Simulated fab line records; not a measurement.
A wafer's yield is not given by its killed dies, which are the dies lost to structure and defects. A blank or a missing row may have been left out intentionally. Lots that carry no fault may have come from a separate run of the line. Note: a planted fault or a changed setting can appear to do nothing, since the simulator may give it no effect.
fab line records | flow nand-harc
record: lots: 12 wafers: 36 last-day: 30
route steps=1302 shown P_CONTACT@233 P_M0@276 P_M1@296
lots that met no fault: from a run of the same line without faults
start-h: the number of hours between the record's first day and the start of the first shown wafer of the lot | wait-h: hours elapsed since this lot's preceding step | " the same as in the row above | L1.1+2: a row that stands for several wafers | - value missing, or start not given | * or withheld: withheld | < > ~ a bound
route shown NAME@n: names a module that has steps shown in the file, with the first one's number in the route | usual: average and standard deviation across the fault-free wafers | same: alike in all rows | chamber/n: place in a boat | sites: readings site by site | _std_site: the standard deviation of these | _edge_site: outer sites' mean less inner sites' | radius-mm: how far each site lies from the wafer's centre | mask NAME#n: copy n | behind: the most recent tool/chamber to have shaped the wafer | hold: why the lot went on hold/how many hours it stayed there/how the hold came to an end | device: which transistor (n, p or np) failed to switch | end of line: tests of these same wafers at the route's end | step lacking rows: just its recipe | killed: count of dies lost to structure and defects at first sort (not the wafer's yield) | map: shows each die of a wafer: x if killed, . if not, _ if none is there
set.NAME: the run value of the setting; set.NAME@STEP: its run value at that earlier step | model.NAME: the simulator's own value behind a step, which no gauge read
a sample of lots followed through the steps of the route, with each step as a table and each wafer as a row
services: from which hour (start-h, from the record's first day; less than 0 if before it) a tool's chamber was out of use, for how many hours, and why
== steps ==
step: NHARC_P_CONTACT_OVL_MEAS_13
usual: overlay-x-nm: -0.1/0.69 overlay-y-nm: 0.4/0.79
columns lot.wafer tool chamber start-h wait-h overlay-x-nm overlay-y-nm
L491.1 overlay-01 - 138.31 - -0.5 0.2
L491.2 " - " " -0.6 -0.1
L491.5 " - " " -0.6 -0.2
L493.1 overlay-02 - 160.14 - -1.1 -0.8
L493.3 " - " " -1.6 -0.8
L493.6 " - " " -1.3 -1.2
L494.1 overlay-01 - 164.23 - -0.9 0.6
L494.3 " - " " -0.3 1.0
L494.5 " - " " -0.3 0.7
L496.1 overlay-01 - 181.65 - 0.5 -0.5
L496.3 " - " " 0.4 0.0
L496.5 " - " " 0.3 -0.4
L497.2 overlay-01 - 197.04 - -0.7 1.6
L497.4 " - " " -1.1 2.3
L497.5 " - " " -1.5 1.7
L498.1 overlay-01 - 203.29 - -0.2 -0.5
L498.2 " - " " -0.2 0.5
L498.4 " - " " -0.6 0.3
L500.3 overlay-01 - 225.30 - 0.4 1.3
L500.5 " - " " 0.0 2.0
L500.6 " - " " 0.2 1.9
L501.2 overlay-02 - 238.98 - -0.3 -0.1
L501.5 " - " " 0.0 -0.3
L501.6 " - " " -0.4 0.0
L502.1 overlay-02 - 248.64 - 0.4 0.6
L502.5 " - " " 0.1 0.7
L502.6 " - " " 0.2 1.2
L504.1 overlay-01 - 266.08 - -0.2 1.1
L504.3 " - " " -0.1 0.8
L504.5 " - " " -0.2 1.2
L505.1 overlay-01 - 279.61 - 0.0 1.2
L505.2 " - " " 0.0 1.2
L505.6 " - " " 0.8 1.3
L506.1 overlay-02 - 285.12 - 0.7 0.6
L506.3 " - " " 0.9 0.6
L506.5 " - " " 0.4 0.6
step: NHARC_P_CONTACT_CMP_24
recipe: t-overpolish-s: 30 target-thk-nm: 200
usual: motor-current-A: 12.4/0.92 overpolish-run-s: 30.000/0.0093 time-to-endpoint-s: 40.8/2.8
columns lot.wafer tool chamber start-h wait-h motor-current-A overpolish-run-s time-to-endpoint-s
L491.1 cmp-02 2 141.07 0.6 11.7 29.999 40.0
L491.2 " 0 " " 12.8 29.994 36.4
L491.5 " 2 " " 11.2 29.993 41.0
L493.1 cmp-02 3 162.91 0.6 14.5 29.988 38.9
L493.3 " 2 " " 11.3 29.996 37.2
L493.6 " 3 " " 13.7 29.995 40.2
L494.1 cmp-01 1 167.56 1.0 12.2 29.988 42.4
L494.3 " 3 " " 12.1 30.000 40.8
L494.5 " 1 " " 12.0 29.996 41.9
L496.1 cmp-03 3 184.96 1.0 12.9 29.999 45.9
L496.3 " 0 " " 13.1 29.997 44.3
L496.5 " 3 " " 13.3 30.012 44.3
L497.2 cmp-03 0 199.84 0.6 13.5 30.006 40.7
L497.4 " 3 " " 12.4 30.007 43.1
L497.5 " 0 " " 13.0 30.005 40.4
L498.4 cmp-02 0 206.08 0.3 13.0 29.993 40.1
L498.2 " 2 " " 12.0 29.998 40.3
L498.1 " 3 " " 13.2 30.006 43.7
L500.3 cmp-03 3 228.11 0.4 12.9 29.991 38.7
L500.6 " 2 " " 11.4 30.011 39.6
L500.5 " 3 " " 13.2 30.002 39.6
L501.2 cmp-03 2 241.85 0.6 11.5 30.021 36.5
L501.5 " 1 " " 13.1 30.004 43.4
L501.6 " 2 " " 11.3 30.009 35.7
L502.1 cmp-03 0 251.47 0.6 13.1 30.031 40.4
L502.5 " 2 " " 11.6 29.997 38.2
L502.6 " 3 " " 12.8 29.988 42.5
L504.1 cmp-03 1 268.89 0.5 12.7 29.997 44.5
L504.3 " 2 " " 11.4 30.001 36.5
L504.5 " 0 " " 13.5 30.003 40.7
L505.1 cmp-01 2 282.43 0.5 11.0 29.992 38.4
L505.2 " 0 " " 12.3 29.995 40.0
L505.6 " 3 " " 11.9 29.990 41.0
L506.3 cmp-03 2 288.03 0.4 11.1 29.996 35.0
L506.1 " 1 " " 12.3 30.004 41.2
L506.5 " 3 " " 12.8 30.018 35.7
step: NHARC_P_M0_ECD_22
recipe: target-thk-a: 4000 bath-temp-c: 25 material: Cu
columns lot.wafer tool chamber start-h wait-h
L491.1+2+5 ecd-cu-02 1,0,1 143.72 -
L493.1+3+6 ecd-cu-02 1 165.56 -
L494.1+3+5 ecd-cu-02 1,0,1 170.37 -
L496.1+3+5 ecd-cu-02 1,0,0 187.64 -
L497.2+4+5 ecd-cu-01 0 202.49 -
L498.2+1+4 ecd-cu-01 1,0,0 208.85 -
L500.3+5+6 ecd-cu-01 0,0,1 230.87 -
L501.2+5+6 ecd-cu-01 0,0,1 244.75 -
L502.1+6+5 ecd-cu-02 0,0,1 254.33 -
L504.1+3+5 ecd-cu-02 0,0,1 271.84 -
L505.2+1+6 ecd-cu-01 1,0,0 285.22 -
L506.1+3+5 ecd-cu-01 0,1,1 290.81 -
step: NHARC_P_M0_CMP_23
recipe: t-overpolish-s: 20 target-thk-nm: 117.54
usual: motor-current-A: 12.3/0.92 time-to-endpoint-s: 29.5/2.3
columns lot.wafer tool chamber start-h wait-h motor-current-A time-to-endpoint-s
L491.2 cmp-03 3 144.44 - 12.6 33.4
L491.1 " 1 " " 12.9 32.1
L491.5 " 0 " " 13.3 32.9
L493.1 cmp-03 0 166.28 - 12.2 33.4
L493.3 " 2 " " 12.3 31.9
L493.6 " 0 " " 13.0 34.0
L494.1 cmp-02 2 171.04 - 11.8 28.6
L494.3 " 0 " " 12.7 27.2
L494.5 " 3 " " 13.4 28.8
L496.3 cmp-04 0 188.38 - 11.0 27.5
L496.1 " 2 " " 12.3 27.9
L496.5 " 0 " " 11.1 29.5
L497.4 cmp-03 3 203.21 - 13.0 28.7
L497.2 " 1 " " 12.5 30.1
L497.5 " 3 " " 12.6 31.1
L498.4 cmp-03 3 209.57 - 13.0 30.8
L498.2 " 0 " " 13.5 29.6
L498.1 " 2 " " 11.5 25.9
L500.3 cmp-03 3 231.50 - 12.1 28.7
L500.5 " 3 " " 13.0 30.4
L500.6 " 0 " " 12.9 26.0
L501.2 cmp-04 3 245.56 - 10.9 28.8
L501.6 " 0 " " 11.2 30.4
L501.5 " 1 " " 12.3 27.9
L502.1 cmp-03 1 255.13 - 12.7 33.4
L502.5 " 2 " " 11.9 29.2
L502.6 " 3 " " 12.6 33.6
L504.3 cmp-04 0 272.58 - 10.9 30.3
L504.1 " 1 " " 11.6 29.3
L504.5 " 3 " " 10.8 26.2
L505.2 cmp-04 1 285.97 - 11.4 28.5
L505.1 " 3 " " 11.4 8.1
L505.6 " 0 " " 11.3 9.3
L506.1 cmp-03 2 291.52 - 11.4 11.0
L506.3 " 0 " " 13.9 30.5
L506.5 " 3 " " 12.2 33.9
step: NHARC_P_M1_OVL_MEAS_10
recipe: pitch-nm: 260
usual: overlay-x-nm: -0.1/0.83 overlay-y-nm: 0.0/0.85
columns lot.wafer tool chamber start-h wait-h overlay-x-nm overlay-y-nm
L491.1 overlay-01 - 146.29 - 0.2 0.2
L491.2 " - " " 0.0 0.4
L491.5 " - " " -0.2 0.7
L493.1 overlay-01 - 168.24 - -1.9 -0.4
L493.3 " - " " -1.2 -0.1
L493.6 " - " " -2.0 -0.4
L494.1 overlay-01 - 172.99 - 0.8 -0.9
L494.3 " - " " 1.2 -0.2
L494.5 " - " " 1.3 -0.6
L496.1 overlay-01 - 190.22 - 0.9 1.2
L496.3 " - " " 0.9 1.7
L496.5 " - " " 1.3 1.9
L497.2 overlay-02 - 205.17 - 0.2 -0.8
L497.4 " - " " -0.7 -0.6
L497.5 " - " " -0.2 -0.3
L498.1 overlay-01 - 211.52 - -1.9 -0.1
L498.2 " - " " -2.2 -0.8
L498.4 " - " " -2.6 -0.5
L500.3 overlay-01 - 233.48 - 0.5 -0.5
L500.5 " - " " 0.9 0.0
L500.6 " - " " 0.2 -0.6
L501.2 overlay-01 - 247.60 - -0.5 -0.2
L501.5 " - " " 0.5 -0.3
L501.6 " - " " -0.1 -0.4
L502.1 overlay-01 - 256.98 - -0.1 -0.4
L502.5 " - " " 0.5 -0.3
L502.6 " - " " 0.0 -0.1
L504.1 overlay-01 - 274.45 - -0.1 0.1
L504.3 " - " " 0.0 -0.5
L504.5 " - " " 0.2 0.1
L505.1 overlay-02 - 287.89 - -0.5 -1.7
L505.2 " - " " -0.9 -1.7
L505.6 " - " " -0.3 -1.5
L506.1 overlay-02 - 293.51 - 0.3 -1.7
L506.3 " - " " 0.7 -1.3
L506.5 " - " " 0.0 -1.4
== services ==
columns tool chamber start-h hours kind
cmp-01 - 118.30 0.3 repair
cmp-02 - 134.66 4.0 pm
cmp-03 - 152.30 2.0 repair
ecd-cu-01 - 160.35 8.0 pm
cmp-03 - 162.09 4.0 pm
cmp-03 - 166.09 - consumable-replace:conditioner
cmp-03 - 166.09 - consumable-replace:pad
cmp-02 - 179.12 1.9 repair
ecd-cu-02 - 181.36 6.2 repair
cmp-01 - 185.56 4.0 pm
cmp-01 - 192.89 1.1 repair
cmp-01 - 203.82 74.2 repair
cmp-03 - 207.34 1.3 repair
cmp-04 - 210.60 4.0 pm
cmp-02 - 217.30 68.5 repair
cmp-03 - 234.10 1.0 repair
cmp-03 - 236.70 0.3 repair
cmp-04 - 242.07 2.6 repair
ecd-cu-02 - 244.00 8.0 pm
ecd-cu-01 - 246.11 6.2 repair
cmp-03 - 257.89 0.4 repair
cmp-03 - 260.09 4.0 pm
cmp-01 - 283.68 4.0 pm
cmp-04 - 287.24 10.4 repair
== key ==
first-sign: step: NHARC_P_M0_CMP_23 reading: time-to-endpoint-s direction: down sigmas: 8.7 usual: * struck: *
effect none on later readings
met-at NHARC_P_M0_ECD_22
struck-lots L505,L506
struck-wafers L505.1,L505.6,L506.1
not-acting-at NHARC_P_CONTACT_OVL_MEAS_13,NHARC_P_CONTACT_CMP_24,NHARC_P_M1_OVL_MEAS_10
onset-between 244.75 285.22
fault: kind: process-parameter-drift tool: ecd-cu-01 chamber: 0 onset-h: 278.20 steps: NHARC_P_M0_ECD_22 channel: target-thk-a offset: * shape: step end-h: 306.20 acts-in: * stated: *
